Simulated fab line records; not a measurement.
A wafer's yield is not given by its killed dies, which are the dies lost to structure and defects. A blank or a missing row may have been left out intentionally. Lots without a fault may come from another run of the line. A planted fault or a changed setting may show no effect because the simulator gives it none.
Chamber matching + flow nand harc + rie diel-04 running NHARC_P_ZERO_WELL_DESCUM_39: 4 sister chambers
The step chemistry O2, time 3 s. 24 wafers are shown with their chamber, then 12 later ones without.

WAFERS WITH THEIR CHAMBER
| wafer  | chamber | showerhead plenum p Torr (Torr) | drypump motor current A (A) | oes product au (a.u.) |
|--------|---------|---------------------------------|-----------------------------|-----------------------|
| L075.1 | 0       | 1.84                            | 5.2                         | 0.984                 |
| L075.2 | 3       | 1.94                            | 6.3                         | 1.004                 |
| L075.4 | 1       | 1.78                            | 5.4                         | 1.004                 |
| L077.2 | 0       | 1.84                            | 5.2                         | 0.996                 |
| L077.5 | 3       | 1.94                            | 6.3                         | 1.006                 |
| L077.6 | 2       | 1.96                            | 5.7                         | 1.020                 |
| L078.2 | 0       | 1.84                            | 5.2                         | 0.980                 |
| L078.3 | 1       | 1.77                            | 5.4                         | 1.017                 |
| L078.6 | 0       | 1.84                            | 5.2                         | 0.991                 |
| L080.2 | 1       | 1.77                            | 5.3                         | 1.017                 |
| L080.3 | 3       | 1.93                            | 6.3                         | 1.001                 |
| L080.5 | 1       | 1.77                            | 5.3                         | 1.014                 |
| L082.2 | 0       | 1.84                            | 5.2                         | 0.969                 |
| L082.3 | 1       | 1.77                            | 5.3                         | 1.005                 |
| L082.4 | 3       | 1.93                            | 6.2                         | 1.001                 |
| L083.2 | 1       | 1.77                            | 5.4                         | 1.014                 |
| L083.5 | 3       | 1.93                            | 6.3                         | 1.013                 |
| L083.6 | 2       | 1.95                            | 5.7                         | 1.006                 |
| L086.1 | 1       | 1.77                            | 5.4                         | 1.017                 |
| L086.5 | 2       | 1.95                            | 5.7                         | 0.993                 |
| L086.6 | 3       | 1.93                            | 6.3                         | 1.007                 |
| L087.3 | 1       | 1.77                            | 5.3                         | 1.007                 |
| L087.4 | 0       | 1.83                            | 5.2                         | 0.984                 |
| L087.6 | 3       | 1.93                            | 6.2                         | 1.008                 |

SIGNATURES (means of the wafers above)
| reading                  | chamber 0 | chamber 1 | chamber 2 | chamber 3 | scatter within a chamber |
|--------------------------|-----------|-----------|-----------|-----------|--------------------------|
| showerhead plenum p Torr | 1.8383    | 1.7712    | 1.9533    | 1.9329    | 0.00436                  |
| drypump motor current A  | 5.200     | 5.350     | 5.700     | 6.271     | 0.0414                   |
| oes product au           | 0.98400   | 1.01187   | 1.00633   | 1.00571   | 0.00751                  |
Rule: a wafer's distance from a chamber is the root of the sum, over the readings, of the square of ((its reading less the chamber's mean) divided by the reading's scatter). If the next closest chamber is less than 2 further off than the closest, the wafer can't be placed; otherwise it belongs to the closest. The scatter: the root of (the sum of the squares of (reading less its chamber's mean) over the shown wafers, divided by (wafers less chambers)).

WAFERS WITHOUT THEIR CHAMBER
| wafer  | showerhead plenum p Torr (Torr) | drypump motor current A (A) | oes product au (a.u.) |
|--------|---------------------------------|-----------------------------|-----------------------|
| L092.4 | 2.08                            | 5.4                         | 0.985                 |
| L092.5 | 1.92                            | 6.2                         | 0.988                 |
| L092.6 | 1.94                            | 5.7                         | 1.005                 |
| L093.1 | 1.83                            | 5.2                         | 0.996                 |
| L093.3 | 2.07                            | 5.4                         | 0.986                 |
| L093.4 | 1.94                            | 5.7                         | 1.018                 |
| L095.4 | 1.83                            | 5.2                         | 0.988                 |
| L095.5 | 1.83                            | 5.2                         | 0.987                 |
| L095.6 | 1.92                            | 6.2                         | 0.988                 |
| L096.2 | 1.94                            | 5.7                         | 1.005                 |
| L096.3 | 1.92                            | 6.2                         | 0.990                 |
| L096.6 | 1.92                            | 6.2                         | 0.992                 |

THE CHAMBER EACH PASSED THROUGH
| wafer  | from the rows above | in truth                   |
|--------|---------------------|----------------------------|
| L092.4 | 2                   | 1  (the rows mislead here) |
| L092.5 | 3                   | 3                          |
| L092.6 | 2                   | 2                          |
| L093.1 | 0                   | 0                          |
| L093.3 | 2                   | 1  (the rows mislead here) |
| L093.4 | 2                   | 2                          |
| L095.4 | 0                   | 0                          |
| L095.5 | 0                   | 0                          |
| L095.6 | 3                   | 3                          |
| L096.2 | 2                   | 2                          |
| L096.3 | 3                   | 3                          |
| L096.6 | 3                   | 3                          |
Correct placement for 10 of the 12. Can't be placed from these rows: 0. Wrongly placed: 2.
